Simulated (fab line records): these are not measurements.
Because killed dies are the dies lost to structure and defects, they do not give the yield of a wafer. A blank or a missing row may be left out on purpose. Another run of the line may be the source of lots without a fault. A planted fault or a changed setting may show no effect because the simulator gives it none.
Which tool is to blame? || flow n5Finfet || Sampling: 11 lots, 32 wafers, 2 of 1938 route steps

== WHAT THE GAUGES SHOWED, per wafer ==
N5_PASSIVATION_OVL_MEAS_63.
{"lot": "L473", "measured": "day 12 02:53", "on": "overlay-02", "PAD_OVL (nm)": "-2 -1"}
{"lot": "L474", "measured": "day 12 06:40", "on": "overlay-02", "PAD_OVL (nm)": "0 5 2"}
{"lot": "L475", "measured": "day 12 02:44", "on": "overlay-01", "PAD_OVL (nm)": "-2 3 1"}
{"lot": "L476", "measured": "day 12 13:57", "on": "overlay-01", "PAD_OVL (nm)": "-4 -6 -1"}
{"lot": "L480", "measured": "day 13 19:56", "on": "overlay-02", "PAD_OVL (nm)": "-1 1 2"}
{"lot": "L482", "measured": "day 14 22:34", "on": "overlay-01", "PAD_OVL (nm)": "2 -2 4"}
{"lot": "L483", "measured": "day 14 23:11", "on": "overlay-01", "PAD_OVL (nm)": "1 -2 2"}
{"lot": "L485", "measured": "day 14 19:59", "on": "overlay-01", "PAD_OVL (nm)": "-2 7 3"}
{"lot": "L486", "measured": "day 15 13:56", "on": "overlay-02", "PAD_OVL (nm)": "8 -1 10"}
{"lot": "L490", "measured": "day 16 15:47", "on": "overlay-01", "PAD_OVL (nm)": "-3 -2 3"}
{"lot": "L495", "measured": "day 19 00:44", "on": "overlay-01", "PAD_OVL (nm)": "-2 3 1"}

== WHAT TOOL EACH LOT RAN ON (gives the tool, then ch and the chambers of the sampled wafers, and finally the start) ==
{"lot": "L473", "N5_GATE_CUT_ETCH_19": "rieDiel-04 ch 0,3, day 4 19:22"}
{"lot": "L474", "N5_GATE_CUT_ETCH_19": "rieDiel-01 ch 0,1,3, day 5 00:55"}
{"lot": "L475", "N5_GATE_CUT_ETCH_19": "rieDiel-01 ch 0,1,3, day 5 04:34"}
{"lot": "L476", "N5_GATE_CUT_ETCH_19": "rieDiel-03 ch 0,2, day 5 06:53"}
{"lot": "L480", "N5_GATE_CUT_ETCH_19": "rieDiel-04 ch 1,2,3, day 6 07:02"}
{"lot": "L482", "N5_GATE_CUT_ETCH_19": "rieDiel-04 ch 2,3, day 6 16:31"}
{"lot": "L483", "N5_GATE_CUT_ETCH_19": "rieDiel-03 ch 1,2,3, day 6 22:38"}
{"lot": "L485", "N5_GATE_CUT_ETCH_19": "rieDiel-04 ch 1,2,3, day 7 13:17"}
{"lot": "L486", "N5_GATE_CUT_ETCH_19": "rieDiel-04 ch 0,3, day 7 18:29"}
{"lot": "L490", "N5_GATE_CUT_ETCH_19": "rieDiel-04 ch 0,1,2, day 8 19:39"}
{"lot": "L495", "N5_GATE_CUT_ETCH_19": "rieDiel-01 ch 1,2,3, day 10 01:00"}
- N5_GATE_CUT_ETCH_19: etches SiNx in CH3F/O2, target depth 53.7 nm, time 76.7 s.

== WHAT THE TOOLS THEMSELVES READ (means of the sampled wafers that have a number; where no wafer has one, the mark that the record gives instead) ==
N5_GATE_CUT_ETCH_19.
{"lot": "L473", "tool": "rieDiel-04", "CH3F_flow_sccm (sccm)": 30.04, "drypumpMotorCurrentA (A)": 6.2, "etchRfOnTimeS (s)": 75.5, "oesProductAu (a.u.)": 0.62, "rfVppV (V)": 300, "showerheadPlenumPTorr (Torr)": 1.99, "throttleValvePct (%)": 16.8}
{"lot": "L474", "tool": "rieDiel-01", "CH3F_flow_sccm (sccm)": 30.01, "drypumpMotorCurrentA (A)": 5.4, "etchRfOnTimeS (s)": 76.0, "oesProductAu (a.u.)": 0.74, "rfVppV (V)": 294, "showerheadPlenumPTorr (Torr)": 2.00, "throttleValvePct (%)": 16.3}
{"lot": "L475", "tool": "rieDiel-01", "CH3F_flow_sccm (sccm)": 29.98, "drypumpMotorCurrentA (A)": 5.5, "etchRfOnTimeS (s)": 76.2, "oesProductAu (a.u.)": 0.74, "rfVppV (V)": 295, "showerheadPlenumPTorr (Torr)": 2.00, "throttleValvePct (%)": 16.3}
{"lot": "L476", "tool": "rieDiel-03", "CH3F_flow_sccm (sccm)": 30.11, "drypumpMotorCurrentA (A)": 5.2, "etchRfOnTimeS (s)": 76.1, "oesProductAu (a.u.)": 0.71, "rfVppV (V)": 301, "showerheadPlenumPTorr (Torr)": 1.99, "throttleValvePct (%)": 16.1}
{"lot": "L480", "tool": "rieDiel-04", "CH3F_flow_sccm (sccm)": 29.93, "drypumpMotorCurrentA (A)": 6.3, "etchRfOnTimeS (s)": 77.3, "oesProductAu (a.u.)": 0.70, "rfVppV (V)": 307, "showerheadPlenumPTorr (Torr)": 2.00, "throttleValvePct (%)": 16.5}
{"lot": "L482", "tool": "rieDiel-04", "CH3F_flow_sccm (sccm)": 29.99, "drypumpMotorCurrentA (A)": 6.0, "etchRfOnTimeS (s)": 77.2, "oesProductAu (a.u.)": 0.74, "rfVppV (V)": 310, "showerheadPlenumPTorr (Torr)": 2.02, "throttleValvePct (%)": 16.5}
{"lot": "L483", "tool": "rieDiel-03", "CH3F_flow_sccm (sccm)": 30.04, "drypumpMotorCurrentA (A)": 5.7, "etchRfOnTimeS (s)": 78.2, "oesProductAu (a.u.)": 0.62, "rfVppV (V)": 305, "showerheadPlenumPTorr (Torr)": 2.00, "throttleValvePct (%)": 16.4}
{"lot": "L485", "tool": "rieDiel-04", "CH3F_flow_sccm (sccm)": 29.94, "drypumpMotorCurrentA (A)": 6.3, "etchRfOnTimeS (s)": 78.0, "oesProductAu (a.u.)": 0.68, "rfVppV (V)": 306, "showerheadPlenumPTorr (Torr)": 2.00, "throttleValvePct (%)": 16.5}
{"lot": "L486", "tool": "rieDiel-04", "CH3F_flow_sccm (sccm)": 29.90, "drypumpMotorCurrentA (A)": 6.3, "etchRfOnTimeS (s)": 78.0, "oesProductAu (a.u.)": 0.60, "rfVppV (V)": 301, "showerheadPlenumPTorr (Torr)": 1.96, "throttleValvePct (%)": 16.7}
{"lot": "L490", "tool": "rieDiel-04", "CH3F_flow_sccm (sccm)": 29.87, "drypumpMotorCurrentA (A)": 6.0, "etchRfOnTimeS (s)": 77.3, "oesProductAu (a.u.)": 0.66, "rfVppV (V)": 304, "showerheadPlenumPTorr (Torr)": 2.05, "throttleValvePct (%)": 16.6}
{"lot": "L495", "tool": "rieDiel-01", "CH3F_flow_sccm (sccm)": 30.09, "drypumpMotorCurrentA (A)": 5.9, "etchRfOnTimeS (s)": 75.9, "oesProductAu (a.u.)": 0.71, "rfVppV (V)": 295, "showerheadPlenumPTorr (Torr)": 1.96, "throttleValvePct (%)": 16.2}

== THE ANSWER, worked out from the rows above alone ==
Rule: usual is defined by the lots themselves. Put in order of their means at a reading, lots are off if they are a third of the lots or fewer, leave a main group of 4 or more, and stand apart from it by a gap of 3 or more times the standard deviation of the main group's means; of several such gaps the widest counts. Not used: any main group whose means are identical at the precision the tables above print for the reading. A lot without any number at a reading at which 4 lots or more have one is off too. All remaining lots with rows at the step are treated as sound. First the gauges in route order, then the tools' own readings, where a lot's mean is used as printed above. The first step at which some lot is off is used, and at that step the reading that is off furthest; a lot without a number counts as furthest.
No lot is off on any of the readings shown, so nothing can be concluded from this.

== WHAT WAS PUT IN BY THE SIMULATOR ==
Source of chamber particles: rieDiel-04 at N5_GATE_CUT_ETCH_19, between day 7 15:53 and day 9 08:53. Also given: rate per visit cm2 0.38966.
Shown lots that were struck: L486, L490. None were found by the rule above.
